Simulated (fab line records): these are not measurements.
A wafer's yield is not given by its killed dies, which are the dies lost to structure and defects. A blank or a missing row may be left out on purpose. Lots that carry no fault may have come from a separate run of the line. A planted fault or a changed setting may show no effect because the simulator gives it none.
Chamber matching    flow n5Finfet    4 sister chambers for N5_BEOL_M13_VIA_ETCH_16 on rieDiel-01
The step etches SiOC in C4F8/O2/Ar, target depth 921.7 nm. 27 wafers are shown with their chamber, then 12 later ones without.

== EACH WAFER AND ITS CHAMBER ==
wafer   chamber  showerheadPlenumPTorr (Torr)  throttleValvePct (%)  drypumpMotorCurrentA (A)
L076.1  2        3.32                          24.39                 5.2
L076.2  1        3.33                          23.99                 6.4
L076.5  1        3.33                          24.01                 6.4
L075.2  1        3.33                          24.02                 6.3
L075.3  3        3.43                          24.19                 6.0
L075.4  1        3.33                          24.01                 6.3
L078.2  1        3.33                          24.00                 6.4
L078.3  3        3.43                          24.18                 6.0
L078.6  2        3.32                          24.41                 5.1
L079.1  0        3.50                          24.08                 6.1
L079.4  1        3.32                          24.03                 6.3
L079.5  0        3.50                          24.08                 6.1
L080.2  2        3.32                          24.42                 5.2
L080.3  0        3.50                          24.08                 6.1
L080.6  0        3.50                          24.08                 6.1
L081.1  1        3.32                          24.01                 6.4
L081.3  3        3.42                          24.20                 6.0
L081.6  2        3.31                          24.41                 5.2
L083.1  0        3.50                          24.07                 6.1
L083.2  2        3.31                          24.42                 5.2
L083.6  2        3.31                          24.41                 5.1
L084.2  2        3.31                          24.42                 5.2
L084.3  0        3.49                          24.08                 6.0
L084.6  1        3.32                          24.03                 6.4
L088.1  1        3.32                          24.03                 6.4
L088.4  2        3.31                          24.43                 5.2
L088.5  0        3.49                          24.10                 6.1

SIGNATURES (means of the wafers above)
reading                chamber 0  chamber 1  chamber 2  chamber 3  scatter within a chamber
showerheadPlenumPTorr  3.4971     3.3256     3.3137     3.4267     0.00519
throttleValvePct       24.0814    24.0144    24.4138    24.1900    0.012
drypumpMotorCurrentA   6.086      6.367      5.175      6.000      0.0435
Rule: a wafer's distance from a chamber is the root of the sum, over the readings, of the square of ((its reading less the chamber's mean) divided by the reading's scatter). If the next closest chamber is less than 2 further off than the closest, the wafer can't be placed; otherwise it belongs to the closest. How the scatter is found: for the shown wafers, subtract from each reading the mean of its chamber, square and add these, divide the total by (wafers less chambers), then take the root.

== WAFERS WITH NO CHAMBER GIVEN ==
wafer   showerheadPlenumPTorr (Torr)  throttleValvePct (%)  drypumpMotorCurrentA (A)
L094.1  3.31                          24.03                 6.3
L094.2  3.30                          24.46                 5.2
L094.4  3.49                          24.11                 6.1
L093.1  3.30                          24.45                 5.1
L093.2  3.48                          24.11                 6.1
L093.5  3.41                          24.21                 6.0
L095.1  3.31                          24.04                 6.3
L095.3  3.48                          24.10                 6.1
L095.6  3.48                          24.12                 6.1
L096.2  3.48                          24.13                 6.1
L096.5  3.41                          24.23                 6.0
L096.6  3.30                          24.46                 5.1

== THE CHAMBER EACH PASSED THROUGH ==
wafer   from the rows above  in truth
L094.1  1                    1
L094.2  2                    2
L094.4  0                    0
L093.1  2                    2
L093.2  0                    0
L093.5  3                    3
L095.1  1                    1
L095.3  0                    0
L095.6  0                    0
L096.2  0                    0
L096.5  3                    3
L096.6  2                    2
Placed correctly: 12 of 12. From these rows, 0 cannot be placed. 0 placed wrongly.
